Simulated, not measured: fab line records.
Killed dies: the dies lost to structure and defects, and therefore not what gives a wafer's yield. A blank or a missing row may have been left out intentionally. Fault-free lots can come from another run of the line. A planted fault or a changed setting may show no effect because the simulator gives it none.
Chamber matching || flow n5Finfet || N5_BEOL_M5_ETCH_62 on rieDiel-06: 4 sister chambers
The step etches SOC in N2/H2, target depth 75 nm, overetch 15 nm, time 112.5 s. 16 wafers are shown with their chamber, then 8 later ones without.

== EACH WAFER AND ITS CHAMBER ==
{"wafer": "L074.1", "chamber": 2, "showerheadPlenumPTorr (Torr)": 2.53, "throttleValvePct (%)": 18.2, "oesProductAu (a.u.)": 0.57}
{"wafer": "L074.2", "chamber": 0, "showerheadPlenumPTorr (Torr)": 2.47, "throttleValvePct (%)": 17.6, "oesProductAu (a.u.)": 0.71}
{"wafer": "L074.3", "chamber": 1, "showerheadPlenumPTorr (Torr)": 2.58, "throttleValvePct (%)": 17.2, "oesProductAu (a.u.)": 0.69}
{"wafer": "L077.3", "chamber": 2, "showerheadPlenumPTorr (Torr)": 2.52, "throttleValvePct (%)": 18.2, "oesProductAu (a.u.)": 0.57}
{"wafer": "L077.4", "chamber": 0, "showerheadPlenumPTorr (Torr)": 2.47, "throttleValvePct (%)": 17.6, "oesProductAu (a.u.)": 0.71}
{"wafer": "L077.6", "chamber": 2, "showerheadPlenumPTorr (Torr)": 2.52, "throttleValvePct (%)": 18.2, "oesProductAu (a.u.)": 0.56}
{"wafer": "L075.3", "chamber": 2, "showerheadPlenumPTorr (Torr)": 2.52, "throttleValvePct (%)": 18.2, "oesProductAu (a.u.)": 0.57}
{"wafer": "L075.4", "chamber": 3, "showerheadPlenumPTorr (Torr)": 2.67, "throttleValvePct (%)": 17.7, "oesProductAu (a.u.)": 0.66}
{"wafer": "L075.6", "chamber": 1, "showerheadPlenumPTorr (Torr)": 2.57, "throttleValvePct (%)": 17.3, "oesProductAu (a.u.)": 0.68}
{"wafer": "L082.1", "chamber": 3, "showerheadPlenumPTorr (Torr)": 2.67, "throttleValvePct (%)": 17.8, "oesProductAu (a.u.)": 0.66}
{"wafer": "L082.4", "chamber": 3, "showerheadPlenumPTorr (Torr)": 2.67, "throttleValvePct (%)": 17.8, "oesProductAu (a.u.)": 0.66}
{"wafer": "L082.5", "chamber": 2, "showerheadPlenumPTorr (Torr)": 2.52, "throttleValvePct (%)": 18.2, "oesProductAu (a.u.)": 0.56}
{"wafer": "L084.1", "chamber": 0, "showerheadPlenumPTorr (Torr)": 2.46, "throttleValvePct (%)": 17.7, "oesProductAu (a.u.)": 0.69}
{"wafer": "L084.5", "chamber": 2, "showerheadPlenumPTorr (Torr)": 2.51, "throttleValvePct (%)": 18.2, "oesProductAu (a.u.)": 0.55}
{"wafer": "L084.6", "chamber": 1, "showerheadPlenumPTorr (Torr)": 2.57, "throttleValvePct (%)": 17.3, "oesProductAu (a.u.)": 0.66}
{"wafer": "L088.2", "chamber": 3, "showerheadPlenumPTorr (Torr)": 2.66, "throttleValvePct (%)": 17.8, "oesProductAu (a.u.)": 0.65}

SIGNATURES (averages over the wafers above)
{"reading": "showerheadPlenumPTorr", "chamber 0": 2.4667, "chamber 1": 2.5733, "chamber 2": 2.5200, "chamber 3": 2.6675, "scatter within a chamber": 0.00583}
{"reading": "throttleValvePct", "chamber 0": 17.633, "chamber 1": 17.267, "chamber 2": 18.200, "chamber 3": 17.775, "scatter within a chamber": 0.0417}
{"reading": "oesProductAu", "chamber 0": 0.7033, "chamber 1": 0.6767, "chamber 2": 0.5633, "chamber 3": 0.6575, "scatter within a chamber": 0.00975}
Rule: distance of a wafer from a chamber = root of the sum over the readings of ((wafer's reading minus chamber's mean) / reading's scatter) squared. The wafer belongs to the nearest chamber; if the next one is less than 2 further off, it can't be placed. How the scatter is found: for the shown wafers, subtract from each reading the mean of its chamber, square and add these, divide the total by (wafers less chambers), then take the root.

== WAFERS WHOSE CHAMBER IS MISSING ==
{"wafer": "L088.5", "showerheadPlenumPTorr (Torr)": 2.57, "throttleValvePct (%)": 17.3, "oesProductAu (a.u.)": 0.66}
{"wafer": "L088.6", "showerheadPlenumPTorr (Torr)": 2.46, "throttleValvePct (%)": 17.6, "oesProductAu (a.u.)": 0.69}
{"wafer": "L091.1", "showerheadPlenumPTorr (Torr)": 2.51, "throttleValvePct (%)": 18.2, "oesProductAu (a.u.)": 0.55}
{"wafer": "L091.3", "showerheadPlenumPTorr (Torr)": 2.66, "throttleValvePct (%)": 17.8, "oesProductAu (a.u.)": 0.65}
{"wafer": "L091.4", "showerheadPlenumPTorr (Torr)": 2.57, "throttleValvePct (%)": 17.3, "oesProductAu (a.u.)": 0.66}
{"wafer": "L096.1", "showerheadPlenumPTorr (Torr)": 2.51, "throttleValvePct (%)": 18.2, "oesProductAu (a.u.)": 0.55}
{"wafer": "L096.2", "showerheadPlenumPTorr (Torr)": 2.56, "throttleValvePct (%)": 17.3, "oesProductAu (a.u.)": 0.64}
{"wafer": "L096.4", "showerheadPlenumPTorr (Torr)": 2.66, "throttleValvePct (%)": 17.8, "oesProductAu (a.u.)": 0.64}

== THE CHAMBER EACH PASSED THROUGH ==
{"wafer": "L088.5", "from the rows above": 1, "in truth": 1}
{"wafer": "L088.6", "from the rows above": 0, "in truth": 0}
{"wafer": "L091.1", "from the rows above": 2, "in truth": 2}
{"wafer": "L091.3", "from the rows above": 3, "in truth": 3}
{"wafer": "L091.4", "from the rows above": 1, "in truth": 1}
{"wafer": "L096.1", "from the rows above": 2, "in truth": 2}
{"wafer": "L096.2", "from the rows above": 1, "in truth": 1}
{"wafer": "L096.4", "from the rows above": 3, "in truth": 3}
Correct placement for 8 of the 8. Number that these rows cannot place: 0. Placed wrongly: 0.
